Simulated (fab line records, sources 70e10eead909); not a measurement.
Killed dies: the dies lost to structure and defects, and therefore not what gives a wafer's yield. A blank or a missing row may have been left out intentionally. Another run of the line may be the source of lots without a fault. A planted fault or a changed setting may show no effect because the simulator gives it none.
fab line records	flow nand_harc	part 1 of 2: steps 1 to 4 of 6
record: lots: 21	wafers: 63	last_day: 24
route steps=1159 shown A_CONTACT@876
lots untouched by any fault: they come from a run of this same line in which no faults occurred
start_h: hours from the record's first day to the start of the lot's first wafer shown	wait_h: hours from the lot's prior step to this one	" the same as in the row above	L1.1+2: one row covering several wafers at once	- value missing, or start not given	* or withheld: withheld	< > ~ a bound
route shown NAME@n: a module of which the file shows steps, and the number in the route of the first	usual: mean/standard deviation of fault-free wafers	same: alike in all rows	chamber/n: place in a boat	sites: the reading at each site	_std_site: their standard deviation	_edge_site: outer sites' mean less inner sites'	radius_mm: how far each site lies from the wafer's centre	mask NAME#n: copy n	behind: tool/chamber where the wafer was last shaped	hold: cause of the lot's hold/its duration in hours/its outcome	device: the transistor (n, p or np) that didn't switch	end of line: the tests these same wafers got at the end of their route	a step with no rows: only its recipe	killed: the dies lost at the first sort to structure and to defects; this is not the yield of the wafer	map: shows each die of a wafer: x if killed, . if not, _ if none is there
set.NAME: the setting the step ran with; set.NAME@STEP: the setting that earlier step ran with	model.NAME: the simulator's own value behind a step, which no gauge read
a sample of lots followed through the steps of the route, with each step as a table and each wafer as a row
services: from which hour (start_h, from the record's first day; less than 0 if before it) a tool's chamber was out of use, for how many hours, and why
== steps ==
step: NHARC_A_CONTACT_ETCH_96
recipe: target_depth_a: 200	over_etch_frac: 0.5	time_s: 10	ion_energy_ev: 250	c4f6_flow_sccm: 25	o2_flow_sccm: 20	ar_flow_sccm: 500	rf_w: 600	bias_w: 500	chemistry: C4F6/O2
usual: chamber_pressure_mTorr: 30.003/0.025	drypump_motor_current_A: 6.0/0.48	oes_product_au: 0.971/0.024	rf_vpp_V: 545/3.5	showerhead_plenum_p_Torr: 3.84/0.17	throttle_valve_pct: 26.903/0.0094
lot.wafer	tool	chamber	start_h	wait_h	chamber_pressure_mTorr	drypump_motor_current_A	oes_product_au	rf_hours_counter_h	rf_vpp_V	showerhead_plenum_p_Torr	throttle_valve_pct
L074.3	rie_diel-08	3	-	-	30.029	6.0	0.938	26	546	3.84	26.901
L074.2	"	1	"	"	30.034	6.5	0.937	28	541	3.69	26.908
L074.5	"	3	"	"	29.951	6.0	0.934	-	545	3.84	26.899
L078.1	rie_diel-08	0	-	-	29.977	5.9	0.969	28	542	3.68	26.912
L078.4	"	3	"	"	30.001	6.0	0.954	27	545	3.84	26.896
L078.5	"	1	"	"	29.986	6.5	0.959	-	542	3.69	26.906
L077.3	rie_diel-05	0	-	-	29.975	5.9	0.944	11	542	3.68	26.912
L077.5	"	2	"	"	29.981	6.4	0.960	-	553	4.18	26.896
L077.6	"	3	"	"	29.981	4.8	0.948	-	544	3.80	26.902
L079.6	rie_diel-12	1	390.93	0.1	29.978	6.0	0.987	-	547	3.85	26.890
L079.5	"	3	"	"	29.998	6.3	1.009	-	542	3.67	26.897
L079.4	"	0	"	"	30.031	6.7	0.995	-	546	3.88	26.896
L076.4	rie_diel-05	3	-	-	30.024	4.8	0.947	16	546	3.80	26.909
L076.2	"	0	"	"	30.005	5.9	0.957	15	542	3.68	26.898
L076.3	"	2	"	"	29.963	6.3	0.948	17	552	4.18	26.894
L080.2	rie_diel-05	1	-	-	30.038	6.0	1.022	18	545	3.76	26.894
L080.4	"	3	"	"	30.016	4.8	0.994	20	545	3.79	26.895
L080.5	"	2	"	"	29.966	6.3	0.982	-	552	4.18	26.906
L081.2	rie_diel-12	3	-	-	29.997	6.3	0.965	5	541	3.67	26.900
L081.6	"	0	"	"	30.025	6.6	0.955	-	546	3.87	26.903
L081.5	"	1	"	"	29.995	6.0	0.936	-	545	3.85	26.924
L084.1	rie_diel-05	3	-	-	30.010	4.8	0.955	29	543	3.79	26.915
L084.5	"	0	"	"	29.999	5.9	0.944	-	541	3.67	26.910
L084.6	"	1	"	"	30.036	6.0	0.993	-	544	3.76	26.884
L082.1	rie_diel-12	1	-	-	30.004	6.0	0.959	7	544	3.85	26.896
L082.4	"	2	"	"	29.996	5.4	0.931	5	548	3.93	26.893
L082.5	"	3	"	"	29.985	6.3	0.955	-	541	3.67	26.900
L083.3	rie_diel-08	0	-	-	29.986	5.9	0.970	47	540	3.67	26.901
L083.1	"	2	"	"	30.019	6.0	0.949	47	552	4.20	26.894
L083.5	"	3	"	"	30.025	6.1	0.946	-	545	3.83	26.886
L087.3	rie_diel-12	3	443.67	0.6	29.980	6.3	0.983	10	541	3.67	26.894
L087.1	"	0	"	"	30.034	6.6	0.955	10	545	3.87	26.909
L087.5	"	3	"	"	29.980	6.3	0.963	-	542	3.67	26.888
L085.1	rie_diel-08	3	-	-	29.991	6.1	0.966	49	545	3.83	26.900
L085.3	"	0	"	"	30.006	5.8	0.976	50	541	3.67	26.911
L085.5	"	3	"	"	29.970	6.0	0.964	-	544	3.83	26.890
L086.1	rie_diel-05	3	448.58	0.2	29.935	4.8	0.982	36	543	3.78	26.904
L086.5	"	0	"	"	30.013	5.9	0.974	-	540	3.67	26.903
L086.6	"	2	"	"	30.028	6.3	0.982	-	550	4.17	26.910
L088.1	rie_diel-08	0	-	-	30.024	5.9	0.940	52	540	3.67	26.899
L088.4	"	3	"	"	30.036	6.0	0.930	51	544	3.83	26.919
L088.5	"	1	"	"	30.034	6.4	0.964	-	542	3.68	26.892
L089.3	rie_diel-12	0	-	-	29.994	6.6	1.006	15	545	3.87	26.904
L089.4	"	1	"	"	30.039	6.0	1.018	11	545	3.84	26.914
L089.5	"	3	"	"	29.973	6.3	1.019	-	541	3.66	26.916
L090.3	rie_diel-12	3	-	-	30.007	6.3	0.983	14	543	3.66	26.912
L090.1	"	0	"	"	29.976	6.6	0.966	15	548	3.87	26.892
L090.5	"	1	"	"	29.961	6.0	0.975	-	544	3.84	26.917
L091.3	rie_diel-12	0	-	-	30.037	6.6	1.014	17	546	3.87	26.897
L091.1	"	2	"	"	30.015	5.4	0.980	14	547	3.92	26.900
L091.6	"	0	"	"	29.942	6.6	1.012	-	546	3.87	26.919
L094.1	rie_diel-12	1	482.19	0.1	29.991	6.0	1.005	14	545	3.84	26.902
L094.3	"	2	"	"	30.051	5.4	0.992	17	547	3.92	26.898
L094.6	"	1	"	"	29.960	5.9	1.012	-	545	3.84	26.899
L093.4	rie_diel-05	0	-	-	29.998	5.9	0.960	41	541	3.66	26.907
L093.3	"	1	"	"	29.997	6.0	0.992	42	544	3.75	26.908
L093.6	"	3	"	"	29.980	4.8	0.951	-	544	3.78	26.926
L096.1	rie_diel-12	0	-	-	30.019	6.6	0.990	21	547	3.87	26.924
L096.2	"	1	"	"	30.032	6.0	1.000	17	546	3.84	26.896
L096.5	"	3	"	"	29.976	6.3	0.996	-	541	3.66	26.904
L095.4	rie_diel-08	1	-	-	30.019	6.5	0.998	4	541	3.67	26.911
L095.6	"	0	"	"	29.996	5.8	0.982	-	553	4.22	26.895
L095.5	"	1	"	"	30.014	6.5	1.001	-	541	3.67	26.888
step: NHARC_A_CONTACT_CD_MEAS_53
usual: cd_nm: 189.5/1.1
lot.wafer	tool	chamber	start_h	wait_h	cd_nm
L074.2	cd_sem-02	-	379.57	-	190.0
L074.3	"	-	"	"	189.8
L074.5	"	-	"	"	189.8
L078.1	cd_sem-02	-	382.51	-	191.1
L078.4	"	-	"	"	191.1
L078.5	"	-	"	"	190.7
L077.3	cd_sem-01	-	382.63	-	188.1
L077.5	"	-	"	"	188.4
L077.6	"	-	"	"	188.3
L079.4	cd_sem-02	-	391.01	-	189.3
L079.5	"	-	"	"	188.6
L079.6	"	-	"	"	188.3
L076.2	cd_sem-02	-	394.45	-	191.2
L076.3	"	-	"	"	189.3
L076.4	"	-	"	"	189.3
L080.2	cd_sem-01	-	401.23	-	192.1
L080.4	"	-	"	"	190.5
L080.5	"	-	"	"	191.1
L081.2	cd_sem-01	-	410.49	-	189.9
L081.5	"	-	"	"	190.0
L081.6	"	-	"	"	190.0
L084.1	cd_sem-01	-	426.45	-	190.8
L084.5	"	-	"	"	191.9
L084.6	"	-	"	"	191.1
L082.1	cd_sem-03	-	428.58	-	188.6
L082.4	"	-	"	"	189.4
L082.5	"	-	"	"	188.3
L083.1	cd_sem-03	-	432.37	-	189.8
L083.3	"	-	"	"	190.2
L083.5	"	-	"	"	190.1
L087.1	cd_sem-01	-	443.75	-	189.0
L087.3	"	-	"	"	188.7
L087.5	"	-	"	"	188.3
L085.1	cd_sem-01	-	446.10	-	189.6
L085.3	"	-	"	"	190.2
L085.5	"	-	"	"	189.5
L086.1	cd_sem-02	-	448.66	-	189.4
L086.5	"	-	"	"	191.4
L086.6	"	-	"	"	190.8
L088.1	cd_sem-03	-	450.62	-	190.2
L088.4	"	-	"	"	189.9
L088.5	"	-	"	"	190.4
L089.3	cd_sem-01	-	459.37	-	190.1
L089.4	"	-	"	"	189.5
L089.5	"	-	"	"	189.2
L090.1	cd_sem-03	-	460.23	-	188.0
L090.3	"	-	"	"	188.2
L090.5	"	-	"	"	187.9
L091.1	cd_sem-02	-	466.35	-	189.6
L091.3	"	-	"	"	188.5
L091.6	"	-	"	"	189.8
L094.1	cd_sem-01	-	482.27	-	189.5
L094.3	"	-	"	"	190.4
L094.6	"	-	"	"	189.4
L093.3	cd_sem-03	-	486.56	-	189.0
L093.4	"	-	"	"	189.5
L093.6	"	-	"	"	189.2
L096.1	cd_sem-01	-	494.08	-	188.0
L096.2	"	-	"	"	186.8
L096.5	"	-	"	"	187.6
L095.4	cd_sem-01	-	496.45	-	189.8
L095.5	"	-	"	"	190.8
L095.6	"	-	"	"	189.7
step: NHARC_A_CONTACT_ETCH_102
recipe: target_depth_a: 700	overetch_a: 70	time_s: 38.5	ion_energy_ev: 100	cf4_flow_sccm: 80	o2_flow_sccm: 20	ar_flow_sccm: 0	rf_w: 300	bias_w: 100	chemistry: CF4/O2
usual: chamber_pressure_mTorr: 29.997/0.024	drypump_motor_current_A: 6.0/0.46	oes_product_au: 1.002/0.011	rf_vpp_V: 197.2/1.5	showerhead_plenum_p_Torr: 1.30/0.062	throttle_valve_pct: 13.397/0.0094
lot.wafer	tool	chamber	start_h	wait_h	chamber_pressure_mTorr	drypump_motor_current_A	oes_product_au	rf_hours_counter_h	rf_vpp_V	showerhead_plenum_p_Torr	throttle_valve_pct
L074.3	rie_diel-08	3	380.31	0.1	29.948	6.0	0.997	26	198.6	1.31	13.410
L074.2	"	0	"	"	29.948	5.8	1.015	28	196.7	1.25	13.401
L074.5	"	3	"	"	29.996	6.0	0.995	-	197.9	1.31	13.412
L078.4	rie_diel-08	0	382.91	0.1	30.026	5.8	1.008	29	194.9	1.25	13.399
L078.1	"	3	"	"	29.999	6.0	0.990	27	197.1	1.31	13.405
L078.5	"	0	"	"	30.019	5.8	1.019	-	195.4	1.25	13.392
L077.3	rie_diel-08	2	383.14	0.2	29.985	6.0	1.002	27	199.0	1.44	13.387
L077.6	"	2	"	"	30.030	6.0	1.004	-	201.5	1.44	13.398
L077.5	"	3	"	"	30.024	6.0	0.987	-	197.9	1.31	13.391
L079.4	rie_diel-08	3	391.66	0.2	30.031	6.0	1.008	30	196.6	1.30	13.403
L079.5	"	0	"	"	29.993	5.8	1.016	-	196.2	1.24	13.402
L079.6	"	1	"	"	30.000	6.4	1.013	-	195.8	1.25	13.405
L076.2	rie_diel-08	0	394.77	0.1	29.985	5.8	1.006	32	196.4	1.25	13.396
L076.3	"	2	"	"	29.951	6.0	1.000	32	200.1	1.44	13.398
L076.4	"	3	"	"	29.953	6.0	1.001	-	198.3	1.30	13.399
L080.4	rie_diel-12	0	401.57	0.1	30.001	6.6	0.998	4	196.6	1.32	13.401
L080.2	"	1	"	"	29.992	6.0	1.004	3	196.7	1.31	13.414
L080.5	"	3	"	"	29.963	6.3	1.005	-	196.6	1.24	13.389
L081.2	rie_diel-12	2	410.79	0.1	29.974	5.4	0.992	4	198.2	1.34	13.399
L081.6	"	3	"	"	29.995	6.3	1.012	-	196.5	1.24	13.403
L081.5	"	0	"	"	30.004	6.7	1.004	-	199.8	1.32	13.402
L084.1	rie_diel-05	3	426.75	0.1	29.983	4.8	0.994	29	195.8	1.29	13.398
L084.5	"	1	"	"	30.003	6.0	1.029	-	196.3	1.28	13.387
L084.6	"	2	"	"	30.031	6.3	0.988	-	199.3	1.43	13.375
L082.4	rie_diel-12	0	428.88	0.1	29.988	6.6	0.997	7	198.4	1.32	13.389
L082.1	"	1	"	"	29.989	5.9	0.999	7	198.1	1.31	13.409
L082.5	"	3	"	"	30.019	6.3	1.006	-	196.1	1.24	13.406
L083.1	rie_diel-05	0	433.23	0.1	29.984	5.8	0.989	29	195.9	1.24	13.397
L083.3	"	1	"	"	29.940	6.0	1.026	28	196.6	1.27	13.397
L083.5	"	0	"	"	29.985	5.8	0.989	-	196.5	1.24	13.405
L087.1	rie_diel-08	0	444.10	0.1	29.975	5.9	1.012	50	196.8	1.24	13.388
L087.3	"	2	"	"	29.961	6.0	0.994	49	198.6	1.43	13.397
L087.5	"	3	"	"	30.003	6.0	0.985	-	197.4	1.30	13.404
L085.1	rie_diel-05	0	446.46	0.1	29.997	5.8	0.991	32	196.6	1.24	13.386
L085.3	"	2	"	"	29.999	6.3	0.988	36	200.5	1.42	13.412
L085.5	"	2	"	"	29.996	6.3	0.990	-	200.5	1.42	13.397
L086.1	rie_diel-12	2	449.07	0.1	30.055	5.4	0.997	10	197.3	1.34	13.403
L086.6	"	3	"	"	30.005	6.3	1.022	-	194.1	1.24	13.394
L086.5	"	0	"	"	30.028	6.6	1.003	-	197.0	1.32	13.391
L088.4	rie_diel-08	2	451.02	0.1	30.001	6.0	0.985	52	199.3	1.43	13.395
L088.1	"	3	"	"	30.010	6.0	0.992	51	197.4	1.30	13.414
L088.5	"	2	"	"	30.011	6.0	0.995	-	199.9	1.43	13.390
L089.4	rie_diel-12	1	459.74	0.1	29.964	5.9	1.006	11	196.6	1.31	13.393
L089.3	"	3	"	"	29.969	6.3	1.022	14	196.0	1.24	13.409
L089.5	"	1	"	"	30.016	6.0	1.006	-	196.7	1.31	13.389
L090.1	rie_diel-12	2	460.86	0.3	29.973	5.4	0.980	13	197.3	1.33	13.385
L090.3	"	3	"	"	30.002	6.3	1.012	15	195.6	1.24	13.403
L090.5	"	1	"	"	29.984	6.0	1.013	-	196.9	1.31	13.390
L091.3	rie_diel-05	3	466.90	0.2	29.979	4.8	0.990	44	197.1	1.28	13.392
L091.1	"	0	"	"	29.986	5.9	0.990	36	196.0	1.24	13.402
L091.6	"	1	"	"	29.994	6.0	1.023	-	196.7	1.27	13.401
L094.3	rie_diel-12	3	482.60	0.1	30.006	6.3	1.007	18	195.0	1.24	13.397
L094.1	"	2	"	"	29.996	5.4	0.987	17	197.7	1.33	13.376
L094.6	"	3	"	"	30.036	6.3	1.009	-	196.5	1.24	13.392
L093.3	rie_diel-05	0	487.02	0.1	30.039	5.9	1.001	41	196.1	1.24	13.399
L093.4	"	2	"	"	30.026	6.4	1.001	49	199.2	1.42	13.384
L093.6	"	1	"	"	29.974	6.0	1.018	-	194.5	1.27	13.390
L096.1	rie_diel-12	2	494.37	0.1	30.027	5.4	0.999	20	197.2	1.33	13.380
L096.2	"	0	"	"	30.031	6.6	1.000	21	196.8	1.31	13.414
L096.5	"	2	"	"	29.999	5.4	0.998	-	197.1	1.33	13.393
L095.4	rie_diel-12	0	496.78	0.1	29.986	6.6	0.978	21	197.8	1.31	13.394
L095.5	"	2	"	"	29.981	5.4	0.985	-	198.4	1.33	13.396
L095.6	"	3	"	"	29.983	6.3	1.002	-	195.7	1.24	13.394
step: NHARC_A_CONTACT_DESCUM_74
recipe: time_s: 3	o2_flow_sccm: 200	ar_flow_sccm: 0	bias_power_w: 0	chemistry: O2
usual: chamber_pressure_mTorr: 60.01/0.054	drypump_motor_current_A: 6.0/0.48	oes_product_au: 1.001/0.012	rf_vpp_V: 57.6/0.95	showerhead_plenum_p_Torr: 1.87/0.086	throttle_valve_pct: 11.311/0.01
lot.wafer	tool	chamber	start_h	wait_h	chamber_pressure_mTorr	drypump_motor_current_A	oes_product_au	rf_hours_counter_h	rf_vpp_V	showerhead_plenum_p_Torr	throttle_valve_pct
L074.3	rie_diel-08	1	383.70	0.1	60.14	6.5	1.002	29	56.6	1.79	11.307
L074.2	"	0	"	"	60.01	5.8	1.012	29	57.3	1.78	11.321
L074.5	"	2	"	"	60.00	6.0	0.994	-	58.3	2.07	11.319
L078.1	rie_diel-05	1	387.47	0.1	60.01	6.0	1.029	12	58.4	1.83	11.309
L078.4	"	0	"	"	60.00	5.8	0.994	12	57.1	1.78	11.317
L078.5	"	1	"	"	60.02	6.0	1.021	-	57.9	1.83	11.308
L077.3	rie_diel-08	1	387.67	0.1	60.07	6.5	1.015	30	56.8	1.79	11.320
L077.6	"	0	"	"	59.99	5.8	1.014	-	57.5	1.78	11.295
L077.5	"	1	"	"	60.01	6.5	1.014	-	59.2	1.79	11.321
L079.4	rie_diel-12	2	395.81	0.1	59.99	5.4	0.979	0	58.2	1.92	11.312
L079.5	"	1	"	"	60.07	6.0	0.997	-	56.8	1.87	11.316
L079.6	"	2	"	"	59.99	5.4	0.980	-	58.0	1.92	11.308
L076.2	rie_diel-12	1	398.73	0.1	59.89	5.9	1.002	3	56.9	1.87	11.321
L076.4	"	2	"	"	60.08	5.4	0.996	2	58.3	1.92	11.313
L076.3	"	0	"	"	59.98	6.6	1.008	3	58.3	1.89	11.314
L080.4	rie_diel-12	1	405.23	0.1	60.04	6.0	0.998	4	57.4	1.87	11.321
L080.2	"	3	"	"	60.03	6.3	1.009	3	56.5	1.78	11.307
L080.5	"	0	"	"	60.00	6.6	0.984	-	58.2	1.89	11.304
L081.2	rie_diel-05	1	417.36	0.1	59.93	6.0	1.025	24	57.0	1.83	11.294
L081.5	"	2	"	"	60.04	6.3	0.986	-	59.3	2.05	11.315
L081.6	"	3	"	"	60.10	4.8	1.008	-	55.0	1.84	11.312
L084.1	rie_diel-05	1	429.94	0.1	60.01	6.0	1.020	27	58.6	1.83	11.299
L084.5	"	0	"	"	59.99	5.9	0.978	-	56.1	1.78	11.304
L084.6	"	1	"	"	59.90	6.0	1.013	-	56.0	1.83	11.286
L082.4	rie_diel-12	3	432.04	0.1	60.03	6.3	1.024	6	57.1	1.78	11.295
L082.1	"	1	"	"	59.95	6.0	1.011	7	57.9	1.87	11.308
L082.5	"	0	"	"	60.08	6.6	0.991	-	57.5	1.89	11.323
L083.1	rie_diel-12	1	436.57	0.1	60.00	5.9	1.006	7	57.2	1.87	11.287
L083.3	"	2	"	"	60.05	5.4	0.995	6	58.0	1.92	11.318
L083.5	"	1	"	"	60.10	6.0	1.007	-	58.1	1.87	11.320
L087.1	rie_diel-08	1	447.61	0.2	60.00	6.5	1.005	45	58.2	1.78	11.325
L087.3	"	2	"	"	59.94	6.0	1.004	51	59.4	2.06	11.315
L087.5	"	0	"	"	60.04	5.8	1.020	-	56.7	1.78	11.317
L085.1	rie_diel-12	0	449.74	0.1	59.94	6.6	0.995	12	59.1	1.88	11.304
L085.3	"	2	"	"	60.01	5.4	0.992	10	57.1	1.91	11.297
L085.5	"	3	"	"	59.95	6.3	1.021	-	57.5	1.78	11.318
L086.1	rie_diel-12	0	453.10	0.1	60.04	6.6	1.005	13	57.4	1.88	11.320
L086.6	"	0	"	"	59.94	6.7	0.998	-	57.2	1.88	11.305
L086.5	"	2	"	"	60.05	5.4	0.985	-	57.1	1.91	11.332
L088.1	rie_diel-05	1	455.09	0.1	59.99	6.0	1.024	31	57.2	1.82	11.310
L088.4	"	2	"	"	59.97	6.3	1.000	-	58.3	2.04	11.303
L088.5	"	3	"	"	59.97	4.8	0.990	-	57.9	1.84	11.307
L089.4	rie_diel-08	2	463.09	0.1	59.92	6.0	0.982	59	58.5	2.06	11.321
L089.3	"	3	"	"	59.94	6.0	0.976	56	57.2	1.86	11.303
L089.5	"	2	"	"	59.99	6.1	0.997	-	59.1	2.06	11.300
L090.1	rie_diel-12	3	464.72	0.1	59.93	6.3	1.019	15	56.4	1.77	11.309
L090.3	"	0	"	"	60.00	6.7	1.008	16	58.5	1.88	11.312
L090.5	"	2	"	"	59.99	5.4	0.997	-	56.2	1.91	11.309
L091.1	rie_diel-08	2	470.09	0.1	59.85	6.1	1.008	62	59.6	2.06	11.314
L091.3	"	0	"	"	60.05	5.9	1.006	62	58.1	1.77	11.325
L091.6	"	1	"	"	60.07	6.5	1.004	-	57.9	1.78	11.323
L094.1	rie_diel-12	1	485.91	0.1	59.98	6.0	1.005	15	58.5	1.87	11.308
L094.3	"	2	"	"	60.07	5.4	0.990	18	56.2	1.91	11.315
L094.6	"	0	"	"	59.94	6.6	0.988	-	57.8	1.88	11.301
L093.4	rie_diel-12	0	491.15	0.1	60.02	6.6	0.994	20	57.0	1.88	11.329
L093.3	"	3	"	"	59.98	6.3	1.012	20	55.4	1.77	11.316
L093.6	"	1	"	"	60.05	6.0	1.006	-	59.2	1.87	11.296
L096.1	rie_diel-12	3	497.68	0.1	60.00	6.3	1.001	21	57.0	1.77	11.295
L096.2	"	1	"	"	59.95	6.0	1.003	18	57.9	1.87	11.306
L096.5	"	2	"	"	60.02	5.4	0.990	-	58.3	1.91	11.320
L095.4	rie_diel-05	0	499.96	0.1	59.97	5.9	0.983	48	57.5	1.77	11.305
L095.6	"	1	"	"	60.01	6.0	1.019	-	57.6	1.82	11.313
L095.5	"	2	"	"	59.97	6.3	0.994	-	57.6	2.04	11.317
